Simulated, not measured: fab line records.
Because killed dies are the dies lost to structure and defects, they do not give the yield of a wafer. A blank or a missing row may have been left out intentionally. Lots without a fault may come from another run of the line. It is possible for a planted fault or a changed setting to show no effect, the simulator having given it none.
Matching of chambers | flow n5-finfet | rie-diel-06 running N5_GATE_CUT_ETCH_37: 4 sister chambers
The step etches SOC in N2/H2, target depth 60 nm, overetch 12 nm, time 90 s. 18 wafers are shown with their chamber, then 9 later ones without.

EACH WAFER AND ITS CHAMBER
wafer  | chamber | showerhead-plenum-p-Torr (Torr) | drypump-motor-current-A (A) | throttle-valve-pct (%)
L075.3 | 3       | 2.40                            | 4.9                         | 18.09
L075.4 | 0       | 2.67                            | 5.3                         | 17.86
L075.6 | 3       | 2.40                            | 4.9                         | 18.09
L081.2 | 0       | 2.66                            | 5.3                         | 17.87
L081.5 | 2       | 2.58                            | 5.1                         | 17.65
L081.6 | 1       | 2.64                            | 5.9                         | 18.19
L082.1 | 2       | 2.58                            | 5.0                         | 17.64
L082.3 | 0       | 2.66                            | 5.3                         | 17.87
L082.4 | 1       | 2.64                            | 6.0                         | 18.20
L083.1 | 1       | 2.64                            | 6.0                         | 18.20
L083.2 | 0       | 2.66                            | 5.3                         | 17.85
L083.4 | 1       | 2.64                            | 6.0                         | 18.20
L087.3 | 3       | 2.39                            | 4.9                         | 18.14
L087.5 | 3       | 2.39                            | 4.9                         | 18.15
L087.6 | 0       | 2.66                            | 5.3                         | 17.88
L085.1 | 0       | 2.66                            | 5.3                         | 17.90
L085.3 | 2       | 2.58                            | 5.0                         | 17.67
L085.4 | 1       | 2.63                            | 6.0                         | 18.20

SIGNATURES (means of the wafers above)
reading                  | chamber 0 | chamber 1 | chamber 2 | chamber 3 | scatter within a chamber
showerhead-plenum-p-Torr | 2.6617    | 2.6380    | 2.5800    | 2.3950    | 0.00434
drypump-motor-current-A  | 5.300     | 5.980     | 5.033     | 4.900     | 0.0324
throttle-valve-pct       | 17.8717   | 18.1980   | 17.6533   | 18.1175   | 0.0191
Rule: for a wafer and a chamber, the distance is found by dividing, reading by reading, the gap between the wafer's reading and the chamber's mean by the reading's scatter, squaring, summing and taking the root. The wafer belongs to the nearest chamber; if the next one is less than 2 further off, it can't be placed. How the scatter is found: for the shown wafers, subtract from each reading the mean of its chamber, square and add these, divide the total by (wafers less chambers), then take the root.

WAFERS WITH NO CHAMBER GIVEN
wafer  | showerhead-plenum-p-Torr (Torr) | drypump-motor-current-A (A) | throttle-valve-pct (%)
L088.1 | 2.66                            | 5.3                         | 17.88
L088.5 | 2.63                            | 5.9                         | 18.19
L088.6 | 2.66                            | 5.3                         | 17.88
L094.2 | 2.39                            | 4.9                         | 18.15
L094.3 | 2.66                            | 5.3                         | 17.90
L094.5 | 2.39                            | 4.9                         | 18.16
L097.1 | 2.63                            | 6.0                         | 18.22
L097.4 | 2.65                            | 5.3                         | 17.90
L097.5 | 2.57                            | 5.0                         | 17.69

CHAMBER TAKEN BY EACH
wafer  | from the rows above | in truth
L088.1 | 0                   | 0
L088.5 | 1                   | 1
L088.6 | 0                   | 0
L094.2 | 3                   | 3
L094.3 | 0                   | 0
L094.5 | 3                   | 3
L097.1 | 1                   | 1
L097.4 | 0                   | 0
L097.5 | 2                   | 2
Correct placement for 9 of the 9. Number that these rows cannot place: 0. Wrongly placed: 0.
